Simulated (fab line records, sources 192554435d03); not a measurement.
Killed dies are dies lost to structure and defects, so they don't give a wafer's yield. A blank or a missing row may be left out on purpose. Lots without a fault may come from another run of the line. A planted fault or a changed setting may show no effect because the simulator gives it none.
Split-lot experiment | flow n5_finfet | 7 lots, 21 wafers read, on a route of 1938 steps

THE SPLIT
At N5_BEOL_M0_ETCH_138 (etches SiCN in CH3F/O2, target depth 12 nm, time 31.6 s), the setting source_w was moved away from the recipe's 395 W on 7 of the 21 wafers read, by -17.6% to +6.7%. The other wafers ran this setting at the recipe's value.

The reading is taken at the split's own step.

THE READING
rf_vpp_V, in V, at N5_BEOL_M0_ETCH_138 (etches SiCN in CH3F/O2, target depth 12 nm, time 31.6 s). Fault-free wafers of this fab line usually give 297.5 V, standard deviation 1.6 V.

wafer  | tool, chamber at the split | source_w as run, W | against the recipe | rf_vpp_V, V | against lot-mates on the recipe
L074.1 | rie_diel-01, 3             | 395                | recipe             | 296.6       | -
L074.4 | rie_diel-01, 0             | 395                | recipe             | 296.3       | -
L074.5 | rie_diel-01, 3             | 395                | recipe             | 299.2       | -
L079.3 | rie_diel-04, 1             | 395                | recipe             | 296.8       | -
L079.4 | rie_diel-04, 0             | 395                | recipe             | 296.2       | -
L079.5 | rie_diel-04, 1             | 395                | recipe             | 296.3       | -
L080.1 | rie_diel-03, 3             | 356.7              | -9.7%              | 309.1       | +12.4
L080.3 | rie_diel-03, 1             | 356.7              | -9.7%              | 310.1       | +13.4
L080.5 | rie_diel-03, 2             | 395                | recipe             | 296.7       | -
L082.2 | rie_diel-04, 3             | 395                | recipe             | 299.2       | -
L082.4 | rie_diel-04, 1             | 395                | recipe             | 296.1       | -
L082.6 | rie_diel-04, 1             | 395                | recipe             | 296.1       | -
L083.2 | rie_diel-03, 3             | 365.3              | -7.5%              | 307.5       | +12.1
L083.4 | rie_diel-03, 0             | 395                | recipe             | 295.4       | -
L083.6 | rie_diel-03, 0             | 395                | recipe             | 295.4       | -
L088.2 | rie_diel-01, 1             | 395                | recipe             | 298.6       | -
L088.3 | rie_diel-01, 0             | 325.6              | -17.6%             | 316.5       | +17.9
L088.4 | rie_diel-01, 3             | 325.6              | -17.6%             | 318.1       | +19.5
L095.2 | rie_diel-01, 2             | 421.4              | +6.7%              | 294.4       | -6.0
L095.3 | rie_diel-01, 1             | 421.4              | +6.7%              | 291.6       | -8.8
L095.6 | rie_diel-01, 2             | 395                | recipe             | 300.4       | -

THE FIT
A straight line over all 21 wafers: rf_vpp_V changes by -1.11 V for each +1% of source_w; r = -0.97; the points scatter about the line by 1.8 V.
The same after taking each lot's own level away (the mean of its wafers on the recipe; 21 wafers): -1.14 V for each +1%; r = -0.98; scatter 1.4 V.
On that fit, the largest move of source_w shifts the reading by 20 V.
The lots' own levels span 295.40 to 300.40 V, that is 3.1 times the standard deviation above.
So the lot-to-lot level changes the slope little: the two slopes agree.
Check: with one of the wafers moved furthest among these (-17.6%) left out of the fit, the line predicts +21.4 V for it against its lot-mates. It came out at +17.9 V against them.
Tool readings at the split's step, against how far the setting was moved: rf_vpp_V r = -0.97.

OTHER SPLITS ON THESE WAFERS
These wafers also went through other splits before the reading. Each is held against what the fit with the lots' levels taken away leaves over:
other split on the same wafers         | wafers away from the commonest value | r with rf_vpp_V (lot level and that fit taken away)
N5_GATE_CUT_DESCUM_18 time_s           | 11                                   | -0.36
N5_MOL_CONTACT_COAG_EXPOSE_05 dose_mj  | 4                                    | -0.02
N5_MOL_CONTACT_COAG_ALD_131 ald_cycles | 5                                    | +0.29
N5_BEOL_M0_SAQP_SPACER1_ALD_98 temp_c  | 9                                    | +0.20
N5_BEOL_M0_SAQP_COAT_105 spin_rpm      | 7                                    | +0.26

THE FILE'S OWN FIT
rf_vpp_V changes by -1.18 V for each +1% of source_w, r = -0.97.
